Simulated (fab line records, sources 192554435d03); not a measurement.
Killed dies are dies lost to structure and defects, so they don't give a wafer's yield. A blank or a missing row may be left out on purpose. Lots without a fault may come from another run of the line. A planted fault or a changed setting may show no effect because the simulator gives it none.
A struck lot beside a sound one | flow n5_finfet | 36 steps out of a route of 1938
Sound: wafers L215.3, L215.4, L215.5. Struck: wafers L207.2, L207.3, L207.5. The cause comes at the end.
At each step with rows: each side's tool, then ch and its chambers, then its first start. Under that, the readings that differ: sound wafers | struck wafers | difference of the means | sigmas: that difference in standard deviations of wafers without a fault.
alike: readings whose means differ by less than 2 such deviations, and words and numbers that are the same on both sides. not compared: withheld readings, readings that some wafer has no value for, bounds like >300 that may hide the same value, and numbers for which the record gives no deviation and whose values overlap.
The two part at a step that has a row with sigmas, a row that says differs or no value, or rows on one side only. Numbers that don't overlap but have no deviation are shown without sigmas and don't part them. A reading that every wafer of one side lacks parts them only if that side has two wafers or more.

first, 8 steps without rows for these wafers: N5_BEOL_M9_SPUTTER_48 (material Cu, target thk 12 nm, time 2 s); N5_BEOL_M9_ECD_50 (material Cu, target thk 318 nm); N5_BEOL_M9_ANNEAL_51 (time 90 s); N5_BEOL_M9_CMP_52 (polishes, stops on SiCOH lowk, t overpolish 7 s, target thk 140 nm); N5_BEOL_M9_PRE_CLEAN_55 (time 15 s); N5_BEOL_M9_DEP_56 (deposits SiCN from 3MS/NH3, target thk 15 nm, time 26.5 s); N5_BEOL_M10_ILD_DEP_00 (deposits SiCOH lowk from DEMS/porogen, target thk 308.51 nm, time 58 s); N5_BEOL_M10_CURE_71 (cures SiCOH lowk, time 240 s).
N5_BEOL_M10_PECVD_70: deposits SiO2 from TEOS/O2, target thk 20 nm, time 22.7 s.
  sound on pecvd-01 ch 0,1, day 16 21:21; struck on pecvd-03 ch 0,2, day 14 09:28
  reading                                     | sound                | struck               | difference | sigmas
  susceptor_temp_C (C)                        | 400.40 400.16 400.02 | 386.01 386.42 386.45 | -13.90     | -60
  model.SiO2_of_BEOL_M10_PECVD_70.thk_nm (nm) | 19.6 20.2 20.2       | 22 22.2 22.6         | +2         |
  alike: heater_power_w, showerhead_plenum_p_Torr, throttle_valve_pct
then, 24 steps without rows for these wafers: N5_BEOL_M10_HM_DEP_02 (deposits TiN, target thk 20 nm); N5_BEOL_M10_COAT_59 (time 60 s, resist thk 100 nm); N5_BEOL_M10_COAT_60 (time 60 s, resist thk 30 nm); N5_BEOL_M10_COAT_05 (resist thk 90 nm); N5_BEOL_M10_EBR_07; N5_BEOL_M10_SOFTBAKE_06 (time 60 s); N5_BEOL_M10_EXPOSE_08 (exposes mask M10); N5_BEOL_M10_PEB_09 (peb time 60 s); N5_BEOL_M10_DEVELOP_10 (develop time 30 s); N5_BEOL_M10_DESCUM_16 (chemistry O2, time 7.9 s); N5_BEOL_M10_ETCH_61 (etches SiARC in CF4, target depth 39 nm, time 65 s); N5_BEOL_M10_ETCH_62 (etches SOC in N2/H2, target depth 110 nm, overetch 22 nm, time 165 s); N5_BEOL_M10_STRIP_68 (strips in N2/H2); N5_BEOL_M10_STRIP_67 (strips in CF4); N5_BEOL_M10_HM_OPEN_17 (chemistry Cl2/BCl3, target TiN, target depth 20 nm, overetch 6 nm); N5_BEOL_M10_STRIP_19 (strips in O2); N5_BEOL_M10_COAT_63 (time 60 s, resist thk 100 nm); N5_BEOL_M10_COAT_64 (time 60 s, resist thk 30 nm); N5_BEOL_M10_COAT_22 (resist thk 90 nm); N5_BEOL_M10_EBR_24; N5_BEOL_M10_SOFTBAKE_23 (time 60 s); N5_BEOL_M10_EXPOSE_25 (exposes mask V9); N5_BEOL_M10_PEB_26 (peb time 60 s); N5_BEOL_M10_DEVELOP_27 (develop time 30 s).
N5_BEOL_M10_HM_STRIP_39: strips TiN in peroxide tin strip, target depth 25 nm, time 158 s.
  sound on wet_bench-04 ch 3,4,6, day 17 01:22; struck on wet_bench-01 ch 4,6,7, day 14 14:20
  reading                                     | sound      | struck       | difference | sigmas
  model.SiO2_of_BEOL_M10_PECVD_70.thk_nm (nm) | 19.6 20 20 | 21.8 22 22.4 | +2.2       |
N5_BEOL_M10_CMP_52: polishes, stops on SiCOH lowk, t overpolish 7 s, target thk 140 nm.
  sound on cmp-04 ch 0,2, day 17 05:36; struck on cmp-04 ch 1,3, day 14 16:07
  reading                      | sound          | struck         | difference | sigmas
  barrier_field_endpoint_s (s) | 28.4 29.3 29.8 | 31.3 31.5 31.9 | +2.4       | +4
  alike: clearing_platen_rpm, motor_current_A
  not compared: pad_life_wafers
N5_PASSIVATION_PROBE_49:
  sound on prober-01, day 19 09:01; struck on prober-01, day 16 15:55
  reading         | sound   | struck | difference | sigmas
  killed_at_M4_up | 33 23 9 | 8 7 11 | -13        | -2
  alike: defect_limited_yield, killed_at_M0_to_M3, killed_at_contacts, killed_at_front_end, killed_at_other, killed_dies, killed_open, killed_short, sort_bin_5_function, sort_bin_6_memory, sort_n_pass, sort_yield_pct

WHERE THEY PART
First at N5_BEOL_M10_PECVD_70; last, within this record, at N5_PASSIVATION_PROBE_49.

WHY: what the simulator had put in
Process parameter drift: pecvd-03, from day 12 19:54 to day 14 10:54, at N5_BEOL_M10_PECVD_70. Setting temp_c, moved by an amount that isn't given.
